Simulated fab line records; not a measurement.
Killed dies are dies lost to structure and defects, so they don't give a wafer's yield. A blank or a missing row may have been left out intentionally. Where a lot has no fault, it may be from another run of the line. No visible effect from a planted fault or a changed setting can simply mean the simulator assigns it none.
fab line records | flow n5Finfet
[record] lots = 10 wafers = 29 lastDay = 18
route steps=1938 shown BEOL_M8@1355 PASSIVATION@1936
lots with no fault: from the same line, run without faults
startH: hours from the record's first day to the start of the lot's first wafer shown | waitH: hours since the lot's step before | " unchanged from the row above | L1.1+2: one row covering several wafers at once | - no value, or no start given | * or withheld: withheld | < > ~ a bound
route shown NAME@n: a module of which the file shows steps, and the number in the route of the first | usual: average and standard deviation across the fault-free wafers | same: alike in all rows | chamber/n: place in a boat | sites: readings site by site | _std_site: their standard deviation | _edge_site: inner sites' mean taken away from outer sites' mean | radiusMm: for every site, how far away it sits from the centre of the wafer | mask NAME#n: copy n | behind: the last tool/chamber to shape the wafer | hold: why the lot was held/for how many hours/how that ended | device: the transistor (n, p or np) that didn't switch | end of line: tests run on the same wafers once the route is complete | where a step has no rows: the recipe by itself | killed: dies that structure and defects cost at the first sort, which is not the same as the wafer's yield | map: a wafer's dies, x killed, . not, _ none there
set.NAME: the setting as run; set.NAME@STEP: as run at that earlier step | model.NAME: the simulator's own value behind a step, which no gauge read
the route's steps for a sample of lots (tables are steps, rows are wafers)
services: a tool's chamber out of use, with start hour (startH, from the record's first day; less than 0 if before it), hours out, and reason
[[steps]]
[step N5_BEOL_M8_CD_MEAS_18]
[recipe] pitchNm = 80 targetCdNm = 40
[usual] cdNm = 40.1/0.63
// columns lot.wafer tool chamber startH waitH cdNm
L812.1 cdSem-02 - 231.60 0.0 40.5
L812.2 " - " " 40.6
L812.6 " - " " 40.2
L820.3 cdSem-03 - 265.56 0.1 40.9
L820.5 " - " " 40.3
L820.6 " - " " 40.5
L819.1 cdSem-03 - 274.70 0.1 39.9
L819.2 " - " " 39.4
L819.4 " - " " 39.5
L823.2 cdSem-03 - 315.23 0.1 40.6
L823.5 " - " " 39.8
L823.6 " - " " 39.2
L827.3 cdSem-01 - 342.49 0.1 39.9
L827.4 " - " " 40.6
L827.6 " - " " 40.5
L830.4 cdSem-02 - 346.33 0.1 40.2
L830.6 " - " " 40.9
L829.1 cdSem-01 - 346.38 0.1 39.6
L829.2 " - " " 38.5
L829.3 " - " " 40.0
L831.3 cdSem-02 - 353.97 0.1 40.0
L831.4 " - " " 40.9
L831.6 " - " " 40.0
L832.1 cdSem-03 - 359.54 0.0 38.7
L832.2 " - " " 39.7
L832.6 " - " " 40.2
L833.1 cdSem-03 - 364.43 0.0 38.4
L833.3 " - " " 39.4
L833.6 " - " " 40.1
[step N5_BEOL_M8_ETCH_72]
[recipe] chemistry = N2/H2 target = underlayer targetDepthA = 65 maskMaterial = CAR-EUV timeS = 5.2 ionEnergyEv = 200 pressureMtorr = 30 sourceW = 840 biasW = 150 n2FlowSccm = 200 h2FlowSccm = 200 ends = cleared
[usual] drypumpMotorCurrentA = 5.9/0.36 etchRfOnTimeS = 5.21/0.11 oesProductAu = 0.66/0.066 rfVppV = 523.5/2.3 showerheadPlenumPTorr = 2.53/0.071 throttleValvePct = 17.83/0.23
// columns lot.wafer tool chamber startH waitH drypumpMotorCurrentA etchRfOnTimeS oesProductAu rfHoursCounterH rfVppV showerheadPlenumPTorr throttleValvePct
L812.1 rieDiel-04 1 233.48 0.0 5.9 5.28 0.70 75 523.9 2.48 18.02
L812.2 " 2 " " 6.5 5.30 0.60 207 523.1 2.52 18.12
L812.6 " 0 " " 6.0 5.11 0.76 - 523.9 2.47 17.41
L820.3 rieDiel-04 2 268.29 0.0 6.5 5.25 0.60 214 521.2 2.52 18.14
L820.5 " 3 " " 5.3 8.50 0.58 - 522.9 2.48 17.75
L820.6 " 0 " " 6.0 5.05 0.73 - 523.7 2.47 17.47
L819.1 rieDiel-04 3 276.71 0.0 5.3 8.58 0.56 50 521.6 2.48 17.78
L819.2 " 0 " " 6.0 5.02 0.74 46 520.7 2.47 17.45
L819.4 " 1 " " 5.9 5.25 0.69 92 522.1 2.47 18.05
L823.2 rieDiel-03 0 316.66 0.0 6.3 5.22 0.62 215 526.4 2.62 18.11
L823.5 " 2 " " 6.0 5.25 0.60 - 525.3 2.62 17.76
L823.6 " 1 " " 6.1 5.42 0.69 - 525.6 2.57 17.73
L827.3 rieDiel-04 0 343.81 0.0 5.9 5.10 0.71 66 520.1 2.46 17.51
L827.4 " 1 " " 5.9 5.27 0.68 113 524.8 2.46 18.10
L827.6 " 1 " " 5.9 5.30 0.67 - 521.8 2.46 18.11
L830.4 rieDiel-04 0 347.57 0.0 5.9 5.11 0.70 67 520.9 2.46 17.52
L830.6 " 0 " " 6.0 5.10 0.71 - 522.5 2.46 17.48
L829.1 rieDiel-04 0 348.11 0.0 5.9 5.07 0.71 68 522.8 2.46 17.48
L829.2 " 3 " " 5.3 5.17 0.72 73 522.1 2.47 17.83
L829.3 " 2 " " 6.5 5.26 0.58 242 522.1 2.51 18.18
L831.3 rieDiel-02 1 356.97 0.0 5.3 5.21 0.63 186 519.9 2.42 17.87
L831.4 " 3 " " 6.3 5.19 0.58 - 523.0 2.50 17.70
L831.6 " 1 " " 5.3 5.25 0.63 - 519.6 2.42 17.89
L832.1 rieDiel-03 1 362.34 0.0 6.1 5.33 0.67 76 526.4 2.56 17.78
L832.2 " 0 " " 6.3 5.06 0.62 230 523.9 2.62 18.14
L832.6 " 1 " " 6.1 5.37 0.68 - 525.2 2.56 17.75
L833.1 rieDiel-03 0 366.01 0.0 6.3 5.17 0.61 232 526.6 2.62 18.15
L833.3 " 3 " " 6.1 5.20 0.65 141 525.2 2.66 17.58
L833.6 " 1 " " 6.1 5.39 0.68 - 524.8 2.56 17.76
[step N5_BEOL_M8_ETCH_65]
[recipe] chemistry = CF4 target = SiARC targetDepthA = 156 maskMaterial = CAR-EUV timeS = 26 ionEnergyEv = 80 pressureMtorr = 40 sourceW = 545 biasW = 36 Ar_flow_sccm = 100 cf4FlowSccm = 100 ends = cleared
[usual] drypumpMotorCurrentA = 5.9/0.36 etchRfOnTimeS = 26.0/0.54 oesProductAu = 0.66/0.067 rfVppV = 183.9/1 showerheadPlenumPTorr = 2.13/0.058 throttleValvePct = 15.58/0.18
// columns lot.wafer tool chamber startH waitH drypumpMotorCurrentA etchRfOnTimeS oesProductAu rfHoursCounterH rfVppV showerheadPlenumPTorr throttleValvePct
L812.1 rieDiel-04 1 233.50 0.0 5.9 25.7 0.71 75 182.6 2.07 15.68
L812.2 " 2 " " 6.5 26.6 0.59 207 184.8 2.13 15.84
L812.6 " 0 " " 5.9 25.0 0.77 - 182.8 2.09 15.34
L820.3 rieDiel-04 2 268.31 0.0 6.5 26.7 0.60 214 184.4 2.13 15.86
L820.5 " 3 " " 5.3 25.7 0.75 - 184.0 2.09 15.43
L820.6 " 0 " " 5.9 25.2 0.74 - 183.2 2.09 15.37
L819.1 rieDiel-04 3 276.73 0.0 5.3 26.0 0.73 50 183.5 2.09 15.43
L819.2 " 0 " " 5.9 25.2 0.74 46 182.0 2.09 15.37
L819.4 " 1 " " 5.8 26.2 0.70 92 183.7 2.07 15.70
L823.2 rieDiel-03 0 316.68 0.0 6.3 25.5 0.63 215 186.0 2.21 15.77
L823.5 " 2 " " 6.0 26.6 0.59 - 185.4 2.20 15.58
L823.6 " 1 " " 6.1 26.9 0.69 - 183.1 2.17 15.47
L827.3 rieDiel-04 0 343.82 0.0 5.9 25.4 0.71 66 183.4 2.08 15.43
L827.4 " 1 " " 5.9 25.6 0.68 113 183.4 2.06 15.74
L827.6 " 1 " " 5.9 26.1 0.68 - 182.8 2.06 15.74
L830.4 rieDiel-04 0 347.59 0.0 5.9 25.7 0.70 67 182.6 2.08 15.44
L830.6 " 0 " " 6.0 25.8 0.70 - 181.8 2.08 15.44
L829.1 rieDiel-04 0 348.12 0.0 6.0 25.5 0.71 68 183.3 2.08 15.43
L829.2 " 3 " " 5.3 25.8 0.71 73 184.4 2.08 15.46
L829.3 " 2 " " 6.5 26.4 0.58 242 184.7 2.12 15.93
L831.3 rieDiel-02 1 356.99 0.0 5.3 26.1 0.63 186 182.0 2.04 15.63
L831.4 " 3 " " 6.3 25.6 0.59 - 184.7 2.11 15.51
L831.6 " 1 " " 5.3 26.0 0.64 - 183.6 2.04 15.63
L832.1 rieDiel-03 1 362.36 0.0 6.1 26.8 0.68 76 184.1 2.17 15.52
L832.2 " 0 " " 6.3 25.4 0.60 230 183.8 2.20 15.81
L832.6 " 1 " " 6.1 26.6 0.69 - 185.2 2.17 15.50
L833.1 rieDiel-03 0 366.02 0.0 6.3 25.3 0.61 232 185.7 2.20 15.81
L833.3 " 3 " " 6.1 25.6 0.66 141 184.7 2.23 15.36
L833.6 " 1 " " 6.1 26.6 0.68 - 184.6 2.17 15.50
[step N5_BEOL_M8_VIA_ETCH_34]
[recipe] chemistry = C4F6/O2 target = SiCOH_lowk targetDepthA = 1255 maskMaterial = SOC taperDeg = 4 timeS = 50.5 ionEnergyEv = 250 pressureMtorr = 30 sourceW = 345 biasW = 185 Ar_flow_sccm = 300 C4F6_flow_sccm = 10 O2_flow_sccm = 10
[usual] drypumpMotorCurrentA = 5.9/0.36 oes_o_777_au = 0.78/0.077 oesProductAu = 0.78/0.079 rfVppV = 667/15 showerheadPlenumPTorr = 2.83/0.084 throttleValvePct = 20.85/0.22
// columns lot.wafer tool chamber startH waitH drypumpMotorCurrentA oes_o_777_au oesProductAu rfHoursCounterH rfVppV showerheadPlenumPTorr throttleValvePct
L812.1 rieDiel-04 1 233.62 0.0 5.9 0.83 0.83 75 648 2.75 20.94
L812.2 " 2 " " 6.5 0.66 0.70 207 676 2.85 21.29
L812.6 " 0 " " 6.0 0.87 0.88 - 675 2.77 20.54
L820.3 rieDiel-04 2 268.44 0.0 6.5 0.66 0.70 214 674 2.85 21.29
L820.5 " 3 " " 5.3 0.86 0.87 - 669 2.76 20.66
L820.6 " 0 " " 5.9 0.85 0.86 - 675 2.76 20.54
L819.1 rieDiel-04 3 276.86 0.0 5.3 0.86 0.86 50 668 2.76 20.66
L819.2 " 0 " " 5.9 0.85 0.86 46 674 2.76 20.55
L819.4 " 1 " " 5.9 0.82 0.80 92 648 2.74 20.95
L823.2 rieDiel-03 0 316.81 0.0 6.3 0.73 0.72 215 648 2.93 21.05
L823.5 " 2 " " 6.0 0.68 0.69 - 698 2.93 20.80
L823.6 " 1 " " 6.1 0.83 0.82 - 667 2.90 20.89
L827.3 rieDiel-04 0 343.95 0.0 6.0 0.82 0.84 66 675 2.75 20.58
L827.4 " 1 " " 5.9 0.79 0.79 113 649 2.73 21.01
L827.6 " 1 " " 5.9 0.78 0.79 - 649 2.74 20.99
L830.4 rieDiel-04 0 347.72 0.0 5.9 0.81 0.82 67 673 2.75 20.58
L830.6 " 0 " " 6.0 0.82 0.82 - 674 2.75 20.58
L829.1 rieDiel-04 0 348.25 0.0 5.9 0.82 0.83 68 674 2.75 20.59
L829.2 " 3 " " 5.3 0.83 0.83 73 669 2.75 20.70
L829.3 " 2 " " 6.5 0.65 0.68 242 675 2.84 21.34
L831.3 rieDiel-02 1 357.12 0.0 5.3 0.78 0.75 186 668 2.70 20.79
L831.4 " 3 " " 6.3 0.74 0.68 - 655 2.80 20.67
L831.6 " 1 " " 5.3 0.78 0.75 - 670 2.70 20.82
L832.1 rieDiel-03 1 362.49 0.0 6.1 0.81 0.80 76 665 2.89 20.93
L832.2 " 0 " " 6.3 0.72 0.70 230 650 2.93 21.05
L832.6 " 1 " " 6.1 0.81 0.81 - 665 2.89 20.92
L833.1 rieDiel-03 0 366.15 0.0 6.3 0.72 0.71 232 649 2.93 21.06
L833.3 " 3 " " 6.1 0.81 0.77 141 638 2.98 20.67
L833.6 " 1 " " 6.1 0.82 0.80 - 668 2.89 20.90
[step N5_PASSIVATION_PROBE_49]
[usual] defectLimitedYield = 91.2/1.4 killed_at_M0_to_M3 = 34/11 killed_at_M4_up = 14/6.3 killedAtContacts = 13/7.4 killedAtFrontEnd = 38/11 killedAtOther = 4.3/2.9 killedDies = 103/17 killedOpen = 68/12 killedShort = 34/8 sort_bin_5_function = 5.1/0.9 sort_bin_6_memory = 3.3/0.66 sortNPass = 1077/17 sortYieldPct = 91.2/1.4
[same] grossDies = 1180 killedAtBackSide = 0 sort_bin_4_leakage[%] = 0 sort_bin_8_speed[%] = 0
// columns lot.wafer tool chamber startH waitH defectLimitedYield[%] killed_at_M0_to_M3 killed_at_M4_up killedAtContacts killedAtFrontEnd killedAtOther killedDies killedOpen killedShort sort_bin_5_function[%] sort_bin_6_memory[%] sortNPass sortYieldPct[%]
L819.1 prober-02 - 345.96 0.0 91.7 35 18 5 36 4 98 67 29 4.6 3.5 1082 91.7
// killed by level:class
L819.1 FIN_SAQP:geometricParticle:open=13 BEOL_M0_SAQP:geometricParticle:open=9 BEOL_M0_SAQP:geometricParticle:short=9 STI_FIN_REVEAL:geometricParticle:open=5 BEOL_M1:geometricParticle:open=5 BEOL_M2:geometricParticle:open=5 BEOL_M3:geometricParticle:open=5 BEOL_M5:geometricParticle:open=5
[[services]]
// columns tool chamber startH hours kind
rieDiel-03 2 220.87 7.1 repair
rieDiel-04 - 222.30 2.8 pm
rieDiel-04 2 258.80 4.2 repair
rieDiel-02 0 264.33 - clean
rieDiel-02 0 264.33 - consumableReplace:focusRing
rieDiel-02 0 264.33 21.2 scheduledDown
rieDiel-02 0 264.33 21.2 ventCycle
rieDiel-03 - 288.99 0.2 repair
rieDiel-02 2 291.05 9.1 repair
rieDiel-02 3 362.30 - clean
rieDiel-02 3 362.30 - consumableReplace:focusRing
rieDiel-02 3 362.30 17.7 scheduledDown
rieDiel-02 3 362.30 17.7 ventCycle
[[key]]
[firstSign] step = N5_BEOL_M8_ETCH_72 reading = etchRfOnTimeS direction = up sigmas = 30 usual = * struck = *
effect none on later readings
metAt N5_BEOL_M8_ETCH_72
struckLots L819,L820
struckWafers L819.1,L820.5
notActingAt N5_BEOL_M8_CD_MEAS_18,N5_BEOL_M8_ETCH_65,N5_BEOL_M8_VIA_ETCH_34
[fault] kind = processParameterDrift tool = rieDiel-04 chamber = 3 onsetH = 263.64 steps = N5_BEOL_M8_ETCH_72 channel = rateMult offset = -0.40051 shape = step endH = 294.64
